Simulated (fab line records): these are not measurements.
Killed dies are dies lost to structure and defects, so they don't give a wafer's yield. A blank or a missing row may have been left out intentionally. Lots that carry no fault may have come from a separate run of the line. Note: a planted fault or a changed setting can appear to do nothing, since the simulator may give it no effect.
Comparing a struck lot with a sound one    flow n5 finfet    24 steps out of a route of 1938
Sound: wafers L388.2, L388.3, L388.6. Struck: wafers L386.1, L386.4, L386.5. At the end, the cause is stated.
Per side, at each step with rows, come the tool, then ch with its chambers, and then its first start. Under that, the readings that differ: sound wafers    struck wafers    difference of the means    sigmas: that difference in standard deviations of wafers without a fault.
alike: same words and numbers on both sides, and readings whose means sit less than 2 such deviations apart. not compared: any withheld reading, any reading some wafer has no value for, any bound like >300 that may hide the same value, and any number with overlapping values for which the record gives no deviation.
A row with sigmas, a row that says differs or no value, or rows on one side alone: a step with any of these is where the two part. Numbers that have no deviation but don't overlap get no sigmas and don't part them. Lack of a reading on every wafer of one side parts them only where that side has two or more wafers.

first, 8 steps without rows for these wafers: N5_BEOL_M8_ANNEAL_51 (time 90 s); N5_BEOL_M8_CMP_52 (polishes, stops on SiCOH lowk, t overpolish 6.9 s, target thk 80 nm); N5_BEOL_M8_PRE_CLEAN_55 (time 15 s); N5_BEOL_M8_DEP_56 (deposits SiCN from 3MS/NH3, target thk 10 nm, time 17.5 s); N5_BEOL_M9_ILD_DEP_00 (deposits SiCOH lowk from DEMS/porogen, target thk 308.51 nm, time 58 s); N5_BEOL_M9_CURE_71 (cures SiCOH lowk, time 240 s); N5_BEOL_M9_PECVD_70 (deposits SiO2 from TEOS/O2, target thk 20 nm, time 22.7 s); N5_BEOL_M9_HM_DEP_02 (deposits TiN, target thk 20 nm).
N5_BEOL_M9_COAT_59: time 60 s, resist thk 100 nm.
  sound on litho track-03 ch 0, day 13 17:31; struck on litho track-05 ch 0, day 13 15:07
reading                                   sound                 struck                difference  sigmas
spin speed rpm (rpm)                      1501.1 1500.9 1501.2  1547.9 1547.0 1548.7  +46.8       +48
model.SOC_of_BEOL_M9_COAT_59.thk nm (nm)  99.6 100 100.2        98.4 98.4 98.6        -1.5        
  alike: heater power total W
then, 9 steps without rows for these wafers: N5_BEOL_M9_COAT_60 (time 60 s, resist thk 30 nm); N5_BEOL_M9_COAT_05 (resist thk 90 nm); N5_BEOL_M9_EBR_07; N5_BEOL_M9_SOFTBAKE_06 (time 60 s); N5_BEOL_M9_EXPOSE_08 (exposes mask M9); N5_BEOL_M9_PEB_09 (peb time 60 s); N5_BEOL_M9_DEVELOP_10 (develop time 30 s); N5_BEOL_M9_DESCUM_16 (chemistry O2, time 7.9 s); N5_BEOL_M9_ETCH_61 (etches SiARC in CF4, target depth 39 nm, time 65 s).
N5_BEOL_M9_ETCH_62: etches SOC in N2/H2, target depth 110 nm, overetch 22 nm, time 165 s.
  sound on rie diel-01 ch 0,1,3, day 13 17:56; struck on rie diel-05 ch 1,2,3, day 13 15:39
reading                   sound              struck            difference  sigmas
model.etch.depth nm (nm)  99.56 99.98 100.1  98.5 98.45 98.52  -1.4        
  alike: drypump motor current A, oes product au, rf vpp V, showerhead plenum p Torr, throttle valve pct
  not compared: rf hours counter h
then, 2 steps without rows for these wafers: N5_BEOL_M9_STRIP_68 (strips in N2/H2); N5_BEOL_M9_STRIP_67 (strips in CF4).
N5_BEOL_M9_HM_OPEN_17: chemistry Cl2/BCl3, target TiN, target depth 20 nm, overetch 6 nm.
  sound on rie metal-02 ch 1, day 13 18:07; struck on rie metal-02 ch 0,1, day 13 15:50
reading                                   sound         struck          difference  sigmas
model.SOC_of_BEOL_M9_COAT_59.thk nm (nm)  91.6 92 92.2  90.6 90.6 90.6  -1.3        
  alike: drypump motor current A, mfc ar sccm, oes product au, throttle valve pct
  not compared: rf hours counter h
then, 1 step without rows for these wafers: N5_BEOL_M9_STRIP_19 (strips in O2).
N5_PASSIVATION_PROBE_49:
  the record has rows for the sound wafers here (prober-01, day 16 10:42) and none for the struck ones

## WHERE THEY PART
Earliest at N5_BEOL_M9_COAT_59; latest, in this record, at N5_PASSIVATION_PROBE_49.

WHY: what the simulator had put in
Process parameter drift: litho track-05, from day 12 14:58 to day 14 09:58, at N5_BEOL_M9_COAT_59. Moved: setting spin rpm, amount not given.
